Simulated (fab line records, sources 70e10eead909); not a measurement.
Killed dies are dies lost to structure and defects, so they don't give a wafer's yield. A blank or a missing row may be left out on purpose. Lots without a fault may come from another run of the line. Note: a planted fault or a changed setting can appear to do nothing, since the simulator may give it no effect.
Struck lot and sound lot, side by side + flow nand-harc + 14 steps out of a route of 1302
Sound: wafers L859.1, L859.2, L859.4. Wafers struck: L865.1, L865.4, L865.6. The cause comes at the end.
Per side, at each step with rows, come the tool, then ch with its chambers, and then its first start. Under that, the readings that differ: sound wafers + struck wafers + difference of the means + sigmas: that difference in standard deviations of wafers without a fault.
alike: readings with means less than 2 such deviations apart, plus words and numbers identical on both sides. not compared: withheld readings, readings lacking a value on some wafer, bounds such as >300 that could conceal the same value, and numbers that have no deviation in the record and whose values overlap.
A row with sigmas, a row that says differs or no value, or rows on one side alone: a step with any of these is where the two part. Numbers that have no deviation but don't overlap get no sigmas and don't part them. Lack of a reading on every wafer of one side parts them only where that side has two or more wafers.

first, 2 steps without rows for these wafers: NHARC_P_GATE_PEB_09 (peb time 85 s); NHARC_P_GATE_DEVELOP_10 (time 70 s).
NHARC_P_GATE_CD_MEAS_11 targets a cd of 1640 nm.
  sound on cd-sem-02 ch 0, day 8 20:11; struck on cd-sem-01 ch 0, day 11 08:09
  alike: cd-nm
then, 1 step without rows for these wafers: NHARC_P_GATE_HARDBAKE_12 (time 80 s).
NHARC_P_GATE_DESCUM_13: chemistry O2, time 3 s.
  sound on rie-diel-02 ch 0,1,2, day 8 20:20; struck on rie-diel-06 ch 0,3, day 11 08:19
  alike: drypump-motor-current-A, o2-flow-sccm, oes-product-au, rf-vpp-V, showerhead-plenum-p-Torr, throttle-valve-pct
  not compared: rf-hours-counter-h
then, 6 steps without rows for these wafers: NHARC_P_GATE_ETCH_14 (etches SiO2 in dHF, target depth 48.8 nm); NHARC_P_GATE_STRIP_15 (strips in SPM, time 780 s); NHARC_P_GATE_PRECLEAN_71 (cleans in SC1); NHARC_P_GATE_SRD_72; NHARC_P_GATE_OXIDE_16 (material SiO2, target thk 3 nm, ox time 392 s); NHARC_P_GATE_CVD_17 (deposits poly-Si, target thk 150 nm, time 900 s).
NHARC_P_GATE_HM_DEP_102: deposits aC, target thk 120 nm.
  sound on acl-dep-03 ch 0, day 9 11:35; struck on acl-dep-03 ch 0, day 12 03:29
  alike: throttle-valve-pct
NHARC_P_GATE_DEP_103: deposits SiON, target thk 30 nm.
  sound on pecvd-01 ch 0,1,2, day 9 12:16; struck on pecvd-04 ch 0,1,2, day 12 04:31
  alike: heater-power-w
then, 1 step without rows for these wafers: NHARC_P_GATE_DEHYDRATE_18 (time 120 s).

WHERE THEY PART
Nowhere in this record.

WHY: whatever the simulator had introduced
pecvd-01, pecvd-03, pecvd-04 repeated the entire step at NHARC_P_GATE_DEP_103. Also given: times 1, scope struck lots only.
